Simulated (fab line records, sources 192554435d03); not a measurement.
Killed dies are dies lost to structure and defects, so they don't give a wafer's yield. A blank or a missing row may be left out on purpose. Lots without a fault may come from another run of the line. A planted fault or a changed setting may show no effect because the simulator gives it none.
Split-lot experiment | flow n5_finfet | 7 lots, 21 wafers read, on a route of 1938 steps

THE SPLIT
At N5_BEOL_M8_EXPOSE_08 (exposes mask M8), the setting dose_mj was moved away from the recipe's 68.25 on 4 of the 21 wafers read, by -5.6% to +6.6%. The other wafers ran this setting at the recipe's value.

FROM THE SPLIT TO THE READING: what the file shows between them, 18 steps
- N5_BEOL_M8_PEB_09: peb time 60 s
- N5_BEOL_M8_DEVELOP_10: develop time 30 s
- N5_BEOL_M8_CD_MEAS_11: target cd 38.5 nm
- N5_BEOL_M8_DESCUM_16: chemistry O2, time 7.9 s
- N5_BEOL_M8_ETCH_61: etches SiARC in CF4, target depth 45.5 nm, time 75.8 s
- N5_BEOL_M8_ETCH_62: etches SOC in N2/H2, target depth 110 nm, overetch 22 nm, time 165 s
- N5_BEOL_M8_STRIP_68: strips in N2/H2
- N5_BEOL_M8_STRIP_67: strips in CF4
- N5_BEOL_M8_HM_OPEN_17: chemistry Cl2/BCl3, target TiN, target depth 20 nm, overetch 6 nm
- N5_BEOL_M8_STRIP_19: strips in O2
- N5_BEOL_M8_CD_MEAS_18: pitch 80 nm, target cd 40 nm
- N5_BEOL_M8_COAT_63: time 60 s, resist thk 60 nm
- N5_BEOL_M8_COAT_64: time 60 s, resist thk 12 nm
- N5_BEOL_M8_STRIP_80: strips in N2/H2, time 10 s
- N5_BEOL_M8_HM_STRIP_39: strips TiN in peroxide tin strip, target depth 25 nm, time 158 s
- N5_BEOL_M8_SRD_40: time 30 s
- N5_BEOL_M8_PRECLEAN_42: cleans in residue remover, time 60 s
- N5_BEOL_M8_SRD_43: time 30 s

THE READING
cd_nm, in nm, at N5_BEOL_M8_CD_MEAS_35 (target cd 40 nm). Fault-free wafers of this fab line usually give 39.8 nm, standard deviation 0.42 nm.

wafer  | tool, chamber at the split | dose_mj as run | against the recipe | cd_nm, nm | against lot-mates on the recipe
L075.1 | arfi_scanner-03, 0         | 68.25          | recipe             | 40.0      | -
L075.2 | arfi_scanner-03, 0         | 68.25          | recipe             | 40.0      | -
L075.3 | arfi_scanner-03, 0         | 68.25          | recipe             | 40.2      | -
L076.1 | arfi_scanner-02, 0         | 65.07          | -4.7%              | 36.8      | -3.4
L076.2 | arfi_scanner-02, 0         | 65.07          | -4.7%              | 37.3      | -2.9
L076.6 | arfi_scanner-02, 0         | 68.25          | recipe             | 40.2      | -
L077.4 | arfi_scanner-03, 0         | 68.25          | recipe             | 39.8      | -
L077.5 | arfi_scanner-03, 0         | 68.25          | recipe             | 40.5      | -
L077.6 | arfi_scanner-03, 0         | 72.75          | +6.6%              | 43.0      | +2.9
L080.1 | arfi_scanner-01, 0         | 68.25          | recipe             | 39.5      | -
L080.5 | arfi_scanner-01, 0         | 68.25          | recipe             | 40.4      | -
L080.6 | arfi_scanner-01, 0         | 68.25          | recipe             | 39.9      | -
L085.1 | arfi_scanner-03, 0         | 68.25          | recipe             | 39.6      | -
L085.2 | arfi_scanner-03, 0         | 68.25          | recipe             | 40.0      | -
L085.5 | arfi_scanner-03, 0         | 64.46          | -5.6%              | 37.2      | -2.6
L095.1 | arfi_scanner-02, 0         | 68.25          | recipe             | 39.9      | -
L095.3 | arfi_scanner-02, 0         | 68.25          | recipe             | 39.6      | -
L095.6 | arfi_scanner-02, 0         | 68.25          | recipe             | 39.8      | -
L096.1 | arfi_scanner-03, 0         | 68.25          | recipe             | 39.6      | -
L096.4 | arfi_scanner-03, 0         | 68.25          | recipe             | 40.1      | -
L096.6 | arfi_scanner-03, 0         | 68.25          | recipe             | 40.0      | -

THE FIT
A straight line over all 21 wafers: cd_nm changes by +0.526 nm for each +1% of dose_mj; r = +0.97; the points scatter about the line by 0.32 nm.
The same after taking each lot's own level away (the mean of its wafers on the recipe; 21 wafers): +0.526 nm for each +1%; r = +0.96; scatter 0.36 nm.
On that fit, the largest move of dose_mj shifts the reading by 3.5 nm.
The lots' own levels span 39.77 to 40.20 nm, that is 1.0 times the standard deviation above.
So the lot-to-lot level changes the slope little: the two slopes agree.
Check: with one of the wafers moved furthest among these (+6.6%) left out of the fit, the line predicts +3.87 nm for it against its lot-mates. It came out at +2.85 nm against them.

THE WHOLE CHAIN: every reading that the file lists as answering this split, in the file's order
step                  | what it does                                                         | reading                                                               | change (the file's fit)               | r (the file's)
N5_BEOL_M8_CD_MEAS_11 | target cd 38.5 nm                                                    | cd_nm                                                                 | +0.514 nm for each +1% of the setting | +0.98
N5_BEOL_M8_ETCH_61    | etches SiARC in CF4, target depth 45.5 nm, time 75.8 s               | BEOL_M8.cd_offset_nm (the simulator's own value, which no gauge read) | +0.501 nm for each +1% of the setting | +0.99
N5_BEOL_M8_ETCH_62    | etches SOC in N2/H2, target depth 110 nm, overetch 22 nm, time 165 s | BEOL_M8.cd_offset_nm (the simulator's own value, which no gauge read) | +0.514 nm for each +1% of the setting | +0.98
N5_BEOL_M8_CD_MEAS_18 | pitch 80 nm, target cd 40 nm                                         | cd_nm                                                                 | +0.502 nm for each +1% of the setting | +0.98
N5_BEOL_M8_CD_MEAS_35 | target cd 40 nm                                                      | cd_nm                                                                 | +0.504 nm for each +1% of the setting | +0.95

THE FILE'S OWN FIT
cd_nm changes by +0.504 nm for each +1% of dose_mj, r = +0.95.
